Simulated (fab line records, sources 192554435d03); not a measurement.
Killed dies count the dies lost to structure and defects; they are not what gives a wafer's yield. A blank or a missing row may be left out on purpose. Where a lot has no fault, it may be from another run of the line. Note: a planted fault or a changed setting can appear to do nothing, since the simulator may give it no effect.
fab line records    flow n5-finfet
record lots=24  wafers=72  last-day=18
route steps=1938 shown BEOL_M6@1236 BEOL_M7@1278
lots with no fault: from the same line, run without faults
start-h: hours from the record's opening day to when the first of the lot's shown wafers began    wait-h: hours elapsed since this lot's preceding step    " same as the row above    L1.1+2: one row covering several wafers at once    - no value, or no start given    * or withheld: withheld    < > ~ a bound
route shown NAME@n: NAME is a module with steps in the file, n the number in the route of the first one    usual: average and standard deviation across the fault-free wafers    same: alike in all rows    chamber/n: place in a boat    sites: each site's reading    _std_site: standard deviation of those values    _edge_site: inner sites' mean taken away from outer sites' mean    radius-mm: for every site, how far away it sits from the centre of the wafer    mask NAME#n: copy n    behind: the last tool/chamber to shape the wafer    hold: why the lot was held/for how many hours/how that ended    device: the transistor (n, p or np) that didn't switch    end of line: at the end of the route, the tests of the same wafers    where a step has no rows: the recipe by itself    killed: at the first sort, the dies lost to defects and structure; wafer yield is something else    map: per-die view of a wafer (x killed, . not killed, _ where there is no die)
set.NAME: the setting that was run; set.NAME@STEP: the one run at that earlier step    model.NAME: the simulator's own value behind a step, which no gauge read
the route's steps for a sample of lots (tables are steps, rows are wafers)
services: when a tool's chamber went out of use (start-h, in hours from the record's first day, below 0 if earlier), for how many hours, and the reason
## steps
# step N5_BEOL_M6_VIA_ETCH_34
# recipe chemistry=C4F6/O2  target=SiCOH_lowk  target-depth-a=1263  mask-material=SOC  taper-deg=4  time-s=50.9  ion-energy-ev=250  pressure-mtorr=30  source-w=345  bias-w=185  Ar_flow_sccm=300  C4F6_flow_sccm=10  O2_flow_sccm=10
# usual drypump-motor-current-A=5.7/0.39  oes-product-au=0.80/0.1  rf-vpp-V=668/9.3  showerhead-plenum-p-Torr=2.85/0.11  throttle-valve-pct=20.93/0.24
# same time-s=50.9
lot.wafer  tool         chamber  start-h  wait-h  drypump-motor-current-A  oes-product-au  rf-hours-counter-h  rf-vpp-V  showerhead-plenum-p-Torr  throttle-valve-pct
L075.1     rie-diel-06  3        207.14   0.0     5.6                      0.90            31                  663       2.80                      21.16
L075.2     "            2        "        "       5.4                      0.96            6                   681       2.89                      20.58
L075.6     "            3        "        "       5.5                      0.89            -                   661       2.80                      21.16
L074.3     rie-diel-03  3        210.51   0.0     6.6                      0.80            86                  679       2.99                      20.74
L074.5     "            2        "        "       5.7                      0.90            -                   676       3.04                      21.04
L074.6     "            0        "        "       5.4                      0.71            -                   669       2.72                      20.96
L076.4     rie-diel-03  3        223.77   0.0     6.6                      0.80            -                   678       2.99                      20.73
L076.5     "            1        "        "       5.7                      1.01            -                   661       2.94                      21.00
L076.6     "            0        "        "       5.4                      0.72            -                   670       2.72                      20.96
L077.2     rie-diel-06  2        230.76   0.0     5.4                      0.92            14                  681       2.89                      20.60
L077.5     "            2        "        "       5.4                      0.93            -                   681       2.89                      20.60
L077.6     "            3        "        "       5.5                      0.88            -                   662       2.79                      21.17
L078.3     rie-diel-01  1        233.71   0.0     5.3                      0.69            234                 661       2.70                      21.45
L078.4     "            0        "        "       5.5                      0.71            194                 672       2.94                      20.96
L078.6     "            1        "        "       5.3                      0.69            -                   661       2.70                      21.43
L079.2     rie-diel-06  2        235.90   0.0     5.3                      0.92            16                  681       2.89                      20.62
L079.3     "            3        "        "       5.5                      0.88            40                  663       2.79                      21.17
L079.4     "            0        "        "       6.5                      0.75            145                 680       2.74                      20.91
L080.2     rie-diel-01  0        238.28   0.0     5.5                      0.71            196                 671       2.94                      20.96
L080.5     "            2        "        "       5.8                      0.67            -                   652       2.82                      21.04
L080.6     "            1        "        "       5.4                      0.69            -                   659       2.70                      21.46
L083.3     rie-diel-01  1        242.19   0.0     5.4                      0.69            237                 661       2.70                      21.46
L083.5     "            2        "        "       5.8                      0.68            -                   651       2.82                      21.06
L083.6     "            3        "        "       5.5                      0.71            -                   669       2.81                      20.89
L081.1     rie-diel-03  1        261.58   0.0     5.6                      0.95            14                  663       2.93                      21.03
L081.4     "            3        "        "       6.6                      0.79            104                 677       2.98                      20.78
L081.5     "            3        "        "       6.6                      0.79            -                   679       2.98                      20.75
L082.1     rie-diel-01  3        271.22   0.0     5.5                      0.71            226                 669       2.80                      20.88
L082.3     "            1        "        "       5.3                      0.69            248                 660       2.70                      21.49
L082.4     "            0        "        "       5.5                      0.70            208                 671       2.94                      20.99
L084.2     rie-diel-06  0        271.34   0.0     6.5                      0.74            160                 679       2.73                      20.94
L084.3     "            2        "        "       5.3                      0.91            26                  682       2.88                      20.63
L084.5     "            1        "        "       5.5                      0.87            -                   653       2.76                      20.39
L088.1     rie-diel-03  2        275.83   0.0     5.8                      0.86            45                  676       3.03                      21.04
L088.5     "            0        "        "       5.4                      0.69            -                   670       2.71                      20.97
L088.6     "            1        "        "       5.6                      0.95            -                   661       2.93                      21.03
L085.2     rie-diel-01  0        277.95   0.0     5.5                      0.70            211                 671       2.94                      20.98
L085.3     "            3        "        "       5.5                      0.71            229                 669       2.80                      20.89
L085.4     "            0        "        "       5.5                      0.71            -                   672       2.94                      20.98
L086.1     rie-diel-03  3        290.12   0.0     6.6                      0.77            114                 679       2.98                      20.77
L086.5     "            0        "        "       5.4                      0.70            -                   669       2.71                      20.97
L086.6     "            1        "        "       5.6                      0.93            -                   661       2.93                      21.05
L087.1     rie-diel-01  2        294.98   0.0     5.8                      0.66            249                 651       2.80                      21.08
L087.3     "            3        "        "       5.5                      0.69            239                 668       2.80                      20.91
L087.6     "            0        "        "       5.5                      0.69            -                   671       2.93                      20.99
L089.2     rie-diel-06  0        303.21   0.0     6.5                      0.73            172                 677       2.73                      20.96
L089.5     "            1        "        "       5.5                      0.85            -                   654       2.75                      20.41
L089.6     "            0        "        "       6.5                      0.73            -                   678       2.73                      20.95
L092.1     rie-diel-06  2        305.76   0.0     5.4                      0.88            37                  679       2.88                      20.64
L092.4     "            1        "        "       5.5                      0.85            56                  652       2.75                      20.41
L092.6     "            2        "        "       5.3                      0.88            -                   681       2.88                      20.63
L090.1     rie-diel-06  0        306.16   0.0     6.5                      0.73            172                 679       2.73                      20.95
L090.3     "            3        "        "       5.5                      0.83            67                  662       2.78                      21.20
L090.4     "            1        "        "       5.5                      0.86            56                  654       2.75                      20.41
L091.1     rie-diel-01  3        310.20   0.0     5.5                      0.70            245                 669       2.79                      20.94
L091.2     "            0        "        "       5.5                      0.68            227                 673       2.93                      21.01
L091.3     "            1        "        "       5.3                      0.98            7                   671       3.03                      21.12
L093.1     rie-diel-01  0        317.05   0.0     5.5                      0.68            230                 671       2.93                      21.00
L093.2     "            3        "        "       5.5                      0.69            248                 669       2.79                      20.93
L093.4     "            1        "        "       5.3                      0.96            -                   670       3.03                      21.11
L094.1     rie-diel-03  0        321.03   0.0     5.4                      0.69            231                 669       2.71                      20.99
L094.5     "            3        "        "       6.6                      0.77            -                   678       2.97                      20.78
L094.6     "            2        "        "       5.7                      0.84            -                   675       3.02                      21.07
L095.3     rie-diel-06  1        331.35   0.0     5.4                      0.83            65                  653       2.75                      20.42
L095.5     "            0        "        "       6.5                      0.72            -                   678       2.72                      20.96
L095.6     "            3        "        "       5.5                      0.82            -                   662       2.78                      21.21
L096.1     rie-diel-01  2        348.81   0.0     5.8                      0.91            10                  652       2.80                      20.68
L096.2     "            1        "        "       5.3                      0.92            25                  669       3.02                      21.16
L096.4     "            1        "        "       5.4                      0.92            -                   670       3.02                      21.14
L097.2     rie-diel-01  1        353.68   0.0     5.4                      0.92            28                  670       3.02                      21.12
L097.3     "            2        "        "       5.8                      0.91            12                  650       2.80                      20.67
L097.5     "            0        "        "       5.5                      0.68            -                   669       2.92                      21.02
# step N5_BEOL_M6_CURE_75
# recipe temp-c=370  time-s=120  ambient=DMADMS/He  material=SiCOH_lowk
# usual lamp-power-pct=52.32/0.058  wafer_temp_C_max=371.9/0.45
# same time-s=120
lot.wafer  tool        chamber  start-h  wait-h  lamp-power-pct  wafer_temp_C_max
L075.1     uv-cure-01  2        207.58   0.0     52.37           372.1
L075.2     "           2        "        "       52.21           371.6
L075.6     "           2        "        "       52.34           371.5
L074.3     uv-cure-01  2        211.06   0.1     52.28           371.3
L074.5     "           2        "        "       52.27           372.7
L074.6     "           2        "        "       52.36           371.6
L076.4     uv-cure-03  2        224.34   0.2     52.29           372.1
L076.5     "           2        "        "       52.35           371.9
L076.6     "           2        "        "       52.36           372.1
L077.2     uv-cure-02  1        231.63   0.5     52.28           371.7
L077.5     "           1        "        "       52.43           371.8
L077.6     "           1        "        "       52.27           371.9
L078.3     uv-cure-02  1        235.64   1.5     52.22           371.8
L078.4     "           1        "        "       52.33           371.8
L078.6     "           1        "        "       52.36           372.2
L079.2     uv-cure-03  1        237.40   1.1     52.40           371.0
L079.3     "           1        "        "       52.37           371.0
L079.4     "           1        "        "       52.20           371.0
L080.2     uv-cure-02  1        238.77   0.1     52.23           371.1
L080.5     "           1        "        "       52.33           372.1
L080.6     "           1        "        "       52.24           372.0
L083.3     uv-cure-02  2        242.78   0.2     52.35           372.3
L083.5     "           2        "        "       52.33           371.7
L083.6     "           2        "        "       52.25           371.8
L081.1     uv-cure-02  2        262.29   0.3     52.35           372.0
L081.4     "           2        "        "       52.37           372.2
L081.5     "           2        "        "       52.25           371.6
L082.1     uv-cure-03  2        271.89   0.3     52.31           372.2
L082.3     "           2        "        "       52.33           372.5
L082.4     "           2        "        "       52.37           371.7
L084.2     uv-cure-02  0        272.18   0.4     52.29           371.5
L084.3     "           0        "        "       52.27           370.9
L084.5     "           0        "        "       52.25           371.3
L088.1     uv-cure-03  0        276.27   0.0     52.36           371.6
L088.5     "           0        "        "       52.34           371.9
L088.6     "           0        "        "       52.19           372.2
L085.2     uv-cure-02  2        278.44   0.1     52.38           372.4
L085.3     "           2        "        "       52.38           371.8
L085.4     "           2        "        "       52.30           372.2
L086.1     uv-cure-03  0        290.65   0.0     52.28           371.8
L086.5     "           0        "        "       52.35           372.1
L086.6     "           0        "        "       52.30           372.9
L087.1     uv-cure-02  0        295.63   0.2     52.28           371.5
L087.3     "           0        "        "       52.39           371.8
L087.6     "           0        "        "       52.38           371.4
L089.2     uv-cure-03  0        303.70   0.1     52.38           371.9
L089.5     "           0        "        "       52.22           372.0
L089.6     "           0        "        "       52.33           372.3
L092.1     uv-cure-02  2        306.20   0.0     52.37           372.3
L092.4     "           2        "        "       52.33           372.2
L092.6     "           2        "        "       52.32           372.2
L090.1     uv-cure-02  0        306.80   0.2     52.28           371.8
L090.3     "           0        "        "       52.45           371.4
L090.4     "           0        "        "       52.34           371.2
L091.1     uv-cure-01  0        310.64   0.0     52.35           371.8
L091.2     "           0        "        "       52.40           371.5
L091.3     "           0        "        "       52.36           371.7
L093.1     uv-cure-02  1        317.83   0.4     52.44           372.4
L093.2     "           1        "        "       52.31           371.9
L093.4     "           1        "        "       52.23           372.1
L094.1     uv-cure-03  2        321.48   0.0     52.26           372.0
L094.5     "           2        "        "       52.38           372.2
L094.6     "           2        "        "       52.31           371.6
L095.3     uv-cure-02  1        332.00   0.1     52.29           371.6
L095.5     "           1        "        "       52.23           372.3
L095.6     "           1        "        "       52.37           371.9
L096.1     uv-cure-01  2        349.36   0.0     52.42           372.4
L096.2     "           2        "        "       52.24           371.5
L096.4     "           2        "        "       52.33           371.7
L097.2     uv-cure-02  1        354.17   0.1     52.31           371.8
L097.3     "           1        "        "       52.33           371.9
L097.5     "           1        "        "       52.25           372.0
# step N5_BEOL_M7_INSPECT_13
# recipe mode=adi  inspect-instrument=brightfield
# usual raw-defect-count=474/120
lot.wafer  tool               chamber  start-h  wait-h  raw-defect-count
L075.1     defect-inspect-02  -        211.68   0.0     519
L075.2     "                  -        "        "       496
L075.6     "                  -        "        "       623
L074.3     defect-inspect-01  -        216.71   0.0     401
L074.5     "                  -        "        "       407
L074.6     "                  -        "        "       338
L076.4     defect-inspect-02  -        229.63   0.0     522
L076.5     "                  -        "        "       493
L076.6     "                  -        "        "       515
L077.2     defect-inspect-01  -        237.74   0.0     485
L077.5     "                  -        "        "       472
L077.6     "                  -        "        "       463
L078.3     defect-inspect-02  -        239.66   0.0     527
L078.4     "                  -        "        "       767
L078.6     "                  -        "        "       485
L079.2     defect-inspect-02  -        240.94   0.0     341
L079.3     "                  -        "        "       378
L079.4     "                  -        "        "       359
L080.2     defect-inspect-01  -        243.13   0.0     338
L080.5     "                  -        "        "       416
L080.6     "                  -        "        "       303
L083.3     defect-inspect-01  -        246.84   0.0     468
L083.5     "                  -        "        "       386
L083.6     "                  -        "        "       496
L081.1     defect-inspect-02  -        268.84   0.0     291
L081.4     "                  -        "        "       541
L081.5     "                  -        "        "       434
L082.1     defect-inspect-02  -        276.49   0.0     468
L082.3     "                  -        "        "       647
L082.4     "                  -        "        "       484
L084.2     defect-inspect-02  -        276.66   0.0     410
L084.3     "                  -        "        "       548
L084.5     "                  -        "        "       468
L088.1     defect-inspect-02  -        282.10   0.0     420
L088.5     "                  -        "        "       499
L088.6     "                  -        "        "       663
L085.2     defect-inspect-01  -        284.92   0.0     761
L085.3     "                  -        "        "       372
L085.4     "                  -        "        "       894
L086.1     defect-inspect-01  -        296.85   0.0     498
L086.5     "                  -        "        "       383
L086.6     "                  -        "        "       364
L087.1     defect-inspect-02  -        300.47   0.0     464
L087.3     "                  -        "        "       660
L087.6     "                  -        "        "       592
L089.2     defect-inspect-02  -        307.96   0.0     473
L089.5     "                  -        "        "       493
L089.6     "                  -        "        "       561
L090.1     defect-inspect-01  -        311.05   0.0     398
L090.3     "                  -        "        "       522
L090.4     "                  -        "        "       362
L092.1     defect-inspect-01  -        311.43   0.0     446
L092.4     "                  -        "        "       566
L092.6     "                  -        "        "       558
L091.1     defect-inspect-01  -        317.27   0.0     425
L091.2     "                  -        "        "       451
L091.3     "                  -        "        "       412
L093.1     defect-inspect-02  -        322.46   0.0     389
L093.2     "                  -        "        "       510
L093.4     "                  -        "        "       488
L094.1     defect-inspect-01  -        328.13   0.0     343
L094.5     "                  -        "        "       316
L094.6     "                  -        "        "       331
L095.3     defect-inspect-01  -        337.89   0.0     569
L095.5     "                  -        "        "       470
L095.6     "                  -        "        "       513
L096.1     defect-inspect-01  -        354.83   0.0     294
L096.2     "                  -        "        "       255
L096.4     "                  -        "        "       393
L097.2     defect-inspect-01  -        358.71   0.0     665
L097.3     "                  -        "        "       652
L097.5     "                  -        "        "       460
# step N5_BEOL_M7_ETCH_61
# recipe chemistry=CF4  target=SiARC  target-depth-a=455  mask-material=CAR-ArF  time-s=75.8  ion-energy-ev=80  pressure-mtorr=40  source-w=545  bias-w=36  Ar_flow_sccm=100  cf4-flow-sccm=100  ends=cleared
# usual drypump-motor-current-A=5.6/0.47  etch-rf-on-time-s=75.4/1.6  oes-product-au=0.69/0.071  rf-vpp-V=184.1/1.3  showerhead-plenum-p-Torr=2.15/0.084  throttle-valve-pct=15.68/0.2
lot.wafer  tool         chamber  start-h  wait-h  drypump-motor-current-A  etch-rf-on-time-s  oes-product-au  rf-hours-counter-h  rf-vpp-V  showerhead-plenum-p-Torr  throttle-valve-pct
L075.1     rie-diel-02  0        214.03   0.0     5.8                      75.2               0.61            198                 183.6     2.12                      15.88
L075.2     "            3        "        "       5.7                      72.7               0.78            31                  184.5     2.09                      15.54
L075.6     "            1        "        "       5.1                      72.8               0.80            -                   184.0     2.12                      15.69
L074.3     rie-diel-02  2        217.82   0.0     5.8                      74.8               0.74            44                  184.5     2.26                      15.48
L074.5     "            3        "        "       5.7                      73.7               0.79            -                   185.3     2.09                      15.53
L074.6     "            0        "        "       5.7                      76.2               0.60            -                   184.5     2.12                      15.87
L076.4     rie-diel-02  3        229.77   0.0     5.7                      73.7               0.77            37                  183.2     2.09                      15.54
L076.5     "            0        "        "       5.7                      76.3               0.61            -                   183.2     2.12                      15.88
L076.6     "            1        "        "       5.1                      73.4               0.79            -                   184.1     2.12                      15.71
L077.2     rie-diel-04  3        237.81   0.0     6.2                      75.9               0.66            139                 182.6     2.06                      15.84
L077.5     "            0        "        "       4.8                      74.2               0.75            -                   185.6     2.26                      15.38
L077.6     "            3        "        "       6.2                      75.7               0.66            -                   183.5     2.06                      15.82
L078.3     rie-diel-05  3        239.92   0.0     5.9                      74.3               0.73            57                  185.5     2.26                      15.42
L078.4     "            2        "        "       5.5                      75.6               0.68            -                   184.0     2.08                      15.68
L078.6     "            0        "        "       5.4                      76.6               0.58            -                   183.2     2.02                      15.79
L079.2     rie-diel-05  0        241.01   0.0     5.4                      76.2               0.59            239                 183.4     2.02                      15.77
L079.3     "            3        "        "       5.9                      74.9               0.72            57                  184.1     2.26                      15.43
L079.4     "            0        "        "       5.4                      76.3               0.58            -                   182.8     2.02                      15.79
L080.2     rie-diel-04  3        243.30   0.0     6.2                      76.0               0.65            141                 184.1     2.06                      15.83
L080.5     "            0        "        "       4.8                      73.8               0.76            -                   184.7     2.26                      15.39
L080.6     "            1        "        "       5.1                      77.9               0.58            -                   183.4     2.10                      15.79
L083.3     rie-diel-04  0        247.21   0.0     4.8                      75.1               0.74            27                  186.0     2.26                      15.39
L083.5     "            1        "        "       5.2                      78.4               0.58            -                   184.0     2.10                      15.79
L083.6     "            0        "        "       4.8                      75.5               0.75            -                   185.9     2.26                      15.40
L081.1     rie-diel-05  2        268.93   0.0     5.5                      76.9               0.66            113                 182.3     2.07                      15.72
L081.4     "            3        "        "       5.9                      75.3               0.71            68                  185.8     2.25                      15.44
L081.5     "            3        "        "       5.9                      76.1               0.70            -                   186.8     2.25                      15.46
L082.1     rie-diel-02  3        276.56   0.0     5.7                      73.0               0.76            50                  182.8     2.09                      15.57
L082.3     "            1        "        "       5.0                      73.4               0.77            39                  184.1     2.11                      15.73
L082.4     "            2        "        "       5.8                      75.4               0.71            60                  186.2     2.25                      15.51
L084.2     rie-diel-04  0        276.73   0.0     4.8                      74.3               0.74            36                  184.0     2.26                      15.43
L084.3     "            2        "        "       6.1                      75.0               0.70            68                  186.1     2.26                      15.89
L084.5     "            3        "        "       6.2                      76.5               0.65            -                   182.9     2.06                      15.85
L088.1     rie-diel-02  3        282.27   0.0     5.7                      73.7               0.75            52                  185.3     2.09                      15.58
L088.5     "            1        "        "       5.1                      73.6               0.76            -                   184.2     2.11                      15.74
L088.6     "            2        "        "       5.8                      76.0               0.72            -                   184.8     2.25                      15.53
L085.2     rie-diel-05  2        284.98   0.0     5.5                      75.8               0.66            119                 183.7     2.07                      15.71
L085.3     "            3        "        "       5.9                      75.4               0.70            75                  185.6     2.25                      15.47
L085.4     "            3        "        "       5.9                      74.7               0.71            -                   184.0     2.25                      15.47
L086.1     rie-diel-05  2        297.16   0.0     5.5                      75.4               0.66            124                 182.4     2.07                      15.73
L086.5     "            1        "        "       6.3                      79.9               0.57            -                   182.2     2.11                      15.89
L086.6     "            2        "        "       5.5                      75.6               0.66            -                   182.6     2.07                      15.73
L087.1     rie-diel-04  2        300.59   0.0     6.2                      74.6               0.70            76                  185.5     2.26                      15.92
L087.3     "            1        "        "       5.2                      75.5               0.84            6                   184.2     2.10                      15.35
L087.6     "            0        "        "       4.8                      73.8               0.74            -                   183.2     2.25                      15.42
L089.2     rie-diel-05  2        308.27   0.0     5.5                      76.7               0.65            127                 183.2     2.07                      15.74
L089.5     "            1        "        "       6.3                      80.0               0.57            -                   184.7     2.11                      15.91
L089.6     "            2        "        "       5.5                      76.6               0.66            -                   182.7     2.07                      15.71
L090.1     rie-diel-04  0        311.12   0.0     4.8                      75.2               0.73            48                  187.3     2.25                      15.44
L090.3     "            1        "        "       5.2                      76.0               0.82            8                   183.3     2.10                      15.34
L090.4     "            3        "        "       6.2                      76.9               0.64            162                 183.5     2.05                      15.87
L092.1     rie-diel-02  0        311.76   0.0     5.8                      75.7               0.59            233                 183.0     2.11                      15.93
L092.4     "            3        "        "       5.7                      73.2               0.74            63                  183.1     2.08                      15.58
L092.6     "            3        "        "       5.7                      73.7               0.74            -                   182.6     2.08                      15.59
L091.1     rie-diel-02  0        317.78   0.0     5.7                      76.1               0.59            235                 183.3     2.11                      15.95
L091.2     "            2        "        "       5.8                      76.5               0.70            75                  185.7     2.25                      15.55
L091.3     "            1        "        "       5.1                      74.2               0.73            54                  184.5     2.11                      15.77
L093.1     rie-diel-04  3        322.53   0.0     6.2                      75.8               0.64            164                 183.6     2.05                      15.89
L093.2     "            1        "        "       5.2                      75.9               0.81            11                  183.9     2.09                      15.33
L093.4     "            2        "        "       6.1                      75.8               0.68            82                  185.1     2.26                      15.92
L094.1     rie-diel-04  3        328.20   0.0     6.2                      76.1               0.64            166                 184.2     2.05                      15.90
L094.5     "            1        "        "       5.2                      75.5               0.82            -                   185.0     2.09                      15.37
L094.6     "            2        "        "       6.2                      75.6               0.69            -                   185.2     2.26                      15.93
L095.3     rie-diel-02  2        337.96   0.0     5.8                      75.4               0.70            81                  186.6     2.25                      15.57
L095.5     "            3        "        "       5.8                      73.8               0.73            -                   184.3     2.08                      15.61
L095.6     "            2        "        "       5.8                      75.4               0.70            -                   184.0     2.25                      15.55
L096.1     rie-diel-02  1        355.64   0.0     5.0                      72.0               0.74            66                  183.9     2.10                      15.76
L096.2     "            0        "        "       5.7                      76.0               0.58            248                 183.3     2.11                      15.98
L096.4     "            0        "        "       5.8                      75.8               0.58            -                   183.1     2.11                      15.98
L097.2     rie-diel-04  3        358.78   0.0     6.2                      75.6               0.64            173                 183.2     2.05                      15.90
L097.3     "            1        "        "       5.2                      75.7               0.80            23                  183.5     2.09                      15.37
L097.5     "            0        "        "       4.8                      74.0               0.71            -                   186.5     2.25                      15.47
# step N5_BEOL_M7_CD_MEAS_28
# recipe target-cd-nm=40  landing-energy-ev=500  detector=se-inlens
# usual cd-nm=40.03/0.24
lot.wafer  tool       chamber  start-h  wait-h  cd-nm
L075.1     cd-sem-01  0        216.46   -       39.81
L075.2     "          0        "        "       39.82
L075.6     "          0        "        "       39.97
L074.3     cd-sem-02  0        219.87   -       39.68
L074.5     "          0        "        "       40.14
L074.6     "          0        "        "       39.73
L076.4     cd-sem-03  0        230.53   -       39.95
L076.5     "          0        "        "       40.22
L076.6     "          0        "        "       40.01
L077.2     cd-sem-02  0        238.67   -       40.26
L077.5     "          0        "        "       40.08
L077.6     "          0        "        "       40.25
L079.2     cd-sem-01  0        242.03   -       39.88
L079.3     "          0        "        "       40.06
L079.4     "          0        "        "       39.36
L078.3     cd-sem-03  0        242.07   -       40.00
L078.4     "          0        "        "       39.91
L078.6     "          0        "        "       39.68
L080.2     cd-sem-03  0        245.46   -       40.21
L080.5     "          0        "        "       39.86
L080.6     "          0        "        "       39.92
L083.3     cd-sem-02  0        250.13   -       39.92
L083.5     "          0        "        "       40.25
L083.6     "          0        "        "       40.13
L081.1     cd-sem-02  0        270.91   -       39.88
L081.4     "          0        "        "       39.97
L081.5     "          0        "        "       39.93
L082.1     cd-sem-03  0        277.54   -       40.08
L082.3     "          0        "        "       40.25
L082.4     "          0        "        "       40.09
L084.2     cd-sem-03  0        277.74   -       40.16
L084.3     "          0        "        "       40.08
L084.5     "          0        "        "       40.00
L088.1     cd-sem-03  0        283.51   -       39.87
L088.5     "          0        "        "       39.98
L088.6     "          0        "        "       39.32
L085.2     cd-sem-01  0        287.48   -       40.05
L085.3     "          0        "        "       40.25
L085.4     "          0        "        "       40.38
L086.1     cd-sem-03  0        297.94   -       39.71
L086.5     "          0        "        "       40.33
L086.6     "          0        "        "       39.90
L087.1     cd-sem-02  0        303.03   -       40.17
L087.3     "          0        "        "       39.91
L087.6     "          0        "        "       40.12
L089.2     cd-sem-02  0        309.59   -       39.93
L089.5     "          0        "        "       40.40
L089.6     "          0        "        "       39.84
L090.1     cd-sem-02  0        316.65   -       39.92
L090.3     "          0        "        "       40.10
L090.4     "          0        "        "       40.14
L092.1     cd-sem-03  0        316.70   -       39.88
L092.4     "          0        "        "       39.93
L092.6     "          0        "        "       39.82
L091.1     cd-sem-02  0        318.65   -       39.85
L091.2     "          0        "        "       40.49
L091.3     "          0        "        "       40.08
L093.1     cd-sem-02  0        324.29   -       39.77
L093.2     "          0        "        "       40.08
L093.4     "          0        "        "       40.17
L094.1     cd-sem-02  0        330.50   -       39.97
L094.5     "          0        "        "       39.78
L094.6     "          0        "        "       40.08
L095.3     cd-sem-01  0        339.38   -       39.84
L095.5     "          0        "        "       40.10
L095.6     "          0        "        "       39.89
L096.1     cd-sem-01  0        357.44   -       40.07
L096.2     "          0        "        "       39.43
L096.4     "          0        "        "       39.89
L097.2     cd-sem-01  0        361.22   -       39.87
L097.3     "          0        "        "       40.12
L097.5     "          0        "        "       40.05
# step N5_BEOL_M7_OVL_MEAS_29
# recipe points-per-wafer=522
# usual V6_OVL=0.1/0.81
lot.wafer  tool        chamber  start-h  wait-h  V6_OVL[nm]
L075.1     overlay-02  0        216.49   0.0     0.0
L075.2     "           0        "        "       -0.5
L075.6     "           0        "        "       0.1
L074.3     overlay-02  0        219.91   0.0     -1.1
L074.5     "           0        "        "       -0.4
L074.6     "           0        "        "       1.2
L076.4     overlay-02  0        230.57   0.0     -1.6
L076.5     "           0        "        "       -0.8
L076.6     "           0        "        "       -1.5
L077.2     overlay-02  0        238.71   0.0     -0.6
L077.5     "           0        "        "       1.3
L077.6     "           0        "        "       0.4
L079.2     overlay-01  0        242.06   0.0     0.2
L079.3     "           0        "        "       -0.7
L079.4     "           0        "        "       0.1
L078.3     overlay-02  0        242.11   0.0     0.7
L078.4     "           0        "        "       0.4
L078.6     "           0        "        "       1.3
L080.2     overlay-02  0        245.49   0.0     0.0
L080.5     "           0        "        "       1.9
L080.6     "           0        "        "       0.7
L083.3     overlay-02  0        250.17   0.0     -1.7
L083.5     "           0        "        "       -0.7
L083.6     "           0        "        "       -0.1
L081.1     overlay-02  0        270.94   0.0     -0.7
L081.4     "           0        "        "       0.7
L081.5     "           0        "        "       -0.5
L082.1     overlay-01  0        277.57   0.0     -1.0
L082.3     "           0        "        "       0.4
L082.4     "           0        "        "       -0.7
L084.2     overlay-01  0        277.78   0.0     0.3
L084.3     "           0        "        "       0.0
L084.5     "           0        "        "       -0.3
L088.1     overlay-02  0        283.54   0.0     0.2
L088.5     "           0        "        "       -0.4
L088.6     "           0        "        "       -0.4
L085.2     overlay-02  0        287.51   0.0     1.3
L085.3     "           0        "        "       0.3
L085.4     "           0        "        "       1.2
L086.1     overlay-01  0        297.97   0.0     -0.3
L086.5     "           0        "        "       -0.3
L086.6     "           0        "        "       0.2
L087.1     overlay-01  0        303.06   0.0     0.7
L087.3     "           0        "        "       -0.4
L087.6     "           0        "        "       1.4
L089.2     overlay-01  0        309.62   0.0     -0.5
L089.5     "           0        "        "       -0.9
L089.6     "           0        "        "       -0.5
L090.1     overlay-02  0        316.68   0.0     0.8
L090.3     "           0        "        "       1.0
L090.4     "           0        "        "       1.9
L092.1     overlay-02  0        316.73   0.0     0.3
L092.4     "           0        "        "       0.8
L092.6     "           0        "        "       -0.1
L091.1     overlay-01  0        318.68   0.0     -0.4
L091.2     "           0        "        "       0.1
L091.3     "           0        "        "       -0.8
L093.1     overlay-02  0        324.32   0.0     -0.7
L093.2     "           0        "        "       0.6
L093.4     "           0        "        "       0.5
L094.1     overlay-02  0        330.53   0.0     1.0
L094.5     "           0        "        "       -0.5
L094.6     "           0        "        "       0.4
L095.3     overlay-02  0        339.42   0.0     2.0
L095.5     "           0        "        "       0.5
L095.6     "           0        "        "       0.9
L096.1     overlay-01  0        357.47   0.0     -0.5
L096.2     "           0        "        "       0.7
L096.4     "           0        "        "       -0.4
L097.2     overlay-01  0        361.26   0.0     -1.0
L097.3     "           0        "        "       -1.4
L097.5     "           0        "        "       -1.3
## services
tool         chamber  start-h  hours  kind
uv-cure-03   -        186.82   0.8    repair
uv-cure-02   -        192.82   7.5    pm
rie-diel-06  0        200.50   16.6   repair
rie-diel-03  -        205.84   0.2    repair
rie-diel-05  -        207.71   14.6   pm
rie-diel-03  2        220.89   7.3    repair
uv-cure-01   -        230.28   7.5    pm
rie-diel-05  1        238.66   19.1   repair
uv-cure-03   -        239.14   13.3   repair
uv-cure-02   -        241.75   0.9    repair
rie-diel-02  3        253.47   2.3    repair
rie-diel-06  2        254.76   7.2    repair
uv-cure-03   -        261.69   2.8    repair
rie-diel-01  1        275.60   -      clean
rie-diel-01  1        275.60   -      consumable-replace:focus-ring
rie-diel-01  1        275.60   -      consumable-replace:showerhead
rie-diel-01  1        275.60   19.0   scheduled-down
rie-diel-01  1        275.60   19.0   vent-cycle
uv-cure-01   -        290.49   2.1    pm
rie-diel-01  2        299.41   -      clean
rie-diel-03  1        331.23   10.9   repair
rie-diel-01  0        343.61   9.4    repair
rie-diel-04  3        352.37   5.9    repair
uv-cure-03   -        357.29   1.5    repair
## key
fault none
